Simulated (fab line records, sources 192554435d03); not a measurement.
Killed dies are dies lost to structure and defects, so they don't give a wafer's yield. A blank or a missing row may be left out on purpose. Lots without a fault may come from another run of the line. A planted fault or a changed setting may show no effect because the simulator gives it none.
Split-lot experiment | flow n5_finfet | 7 lots, 21 wafers read, on a route of 1938 steps

THE SPLIT
At N5_BEOL_M4_PECVD_72 (deposits SiO2 from TEOS/O2, target thk 16 nm, time 18 s), the setting time_s was moved away from the recipe's 18 s on 3 of the 21 wafers read, by +10.7% to +13.4%. The other wafers ran this setting at the recipe's value.

The reading is taken at the split's own step.

THE READING
SiO2_of_BEOL_M4_PECVD_72.thk_nm (the simulator's own value, which no gauge read), in nm, at N5_BEOL_M4_PECVD_72 (deposits SiO2 from TEOS/O2, target thk 16 nm, time 18 s). The file gives no usual value for it. The 18 wafers here that ran the recipe average 16.0 nm, standard deviation 0.29 nm.

wafer  | tool, chamber at the split | time_s as run, s | against the recipe | SiO2_of_BEOL_M4_PECVD_72.thk_nm, nm | against lot-mates on the recipe
L074.2 | pecvd-03, 2                | 18               | recipe             | 16                                  | -
L074.3 | pecvd-03, 0                | 18               | recipe             | 15.8                                | -
L074.6 | pecvd-03, 2                | 18               | recipe             | 16.2                                | -
L075.1 | pecvd-03, 1                | 18               | recipe             | 15.8                                | -
L075.4 | pecvd-03, 1,2              | 18               | recipe             | 16.2                                | -
L075.6 | pecvd-03, 1,2              | 18               | recipe             | 16.2                                | -
L086.3 | pecvd-03, 2                | 18               | recipe             | 15.6                                | -
L086.5 | pecvd-03, 1,2              | 18               | recipe             | 16                                  | -
L086.6 | pecvd-03, 1,2              | 18               | recipe             | 16                                  | -
L088.2 | pecvd-01, 0                | 18               | recipe             | 16.2                                | -
L088.3 | pecvd-01, 2                | 18               | recipe             | 16.4                                | -
L088.6 | pecvd-01, 2                | 18               | recipe             | 16.6                                | -
L089.1 | pecvd-01, 0                | 20.25            | +12.5%             | 17.8                                | +1.6
L089.4 | pecvd-01, 0                | 18               | recipe             | 16.4                                | -
L089.6 | pecvd-01, 1                | 18               | recipe             | 16                                  | -
L095.1 | pecvd-04, 0                | 18               | recipe             | 15.4                                | -
L095.3 | pecvd-04, 1                | 18               | recipe             | 15.8                                | -
L095.4 | pecvd-04, 1                | 20.41            | +13.4%             | 18                                  | +2.4
L096.1 | pecvd-03, 1                | 18               | recipe             | 16                                  | -
L096.2 | pecvd-03, 0                | 19.92            | +10.7%             | 17.6                                | +1.5
L096.6 | pecvd-03, 2                | 18               | recipe             | 16.2                                | -
Where a row lists several chambers, the file gives one row for several wafers and doesn't say which wafer went through which chamber.

THE FIT
A straight line over all 21 wafers: SiO2_of_BEOL_M4_PECVD_72.thk_nm changes by +0.144 nm for each +1% of time_s; r = +0.92; the points scatter about the line by 0.28 nm.
The same after taking each lot's own level away (the mean of its wafers on the recipe; 21 wafers): +0.152 nm for each +1%; r = +0.96; scatter 0.2 nm.
On that fit, the largest move of time_s shifts the reading by 2 nm.
The lots' own levels span 15.60 to 16.40 nm, that is 2.8 times the standard deviation above.
So the lot-to-lot level changes the slope little: the two slopes agree.
Check: with one of the wafers moved furthest among these (+13.4%) left out of the fit, the line predicts +1.78 nm for it against its lot-mates. It came out at +2.4 nm against them.

OTHER SPLITS ON THESE WAFERS
These wafers also went through other splits before the reading. Each is held against what the fit with the lots' levels taken away leaves over:
other split on the same wafers | wafers away from the commonest value | r with SiO2_of_BEOL_M4_PECVD_72.thk_nm (lot level and that fit taken away)
N5_BEOL_M3_COAT_76 spin_rpm    | 4                                    | +0.23

THE FILE'S OWN FIT
SiO2_of_BEOL_M4_PECVD_72.thk_nm changes by +0.152 nm for each +1% of time_s, r = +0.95.
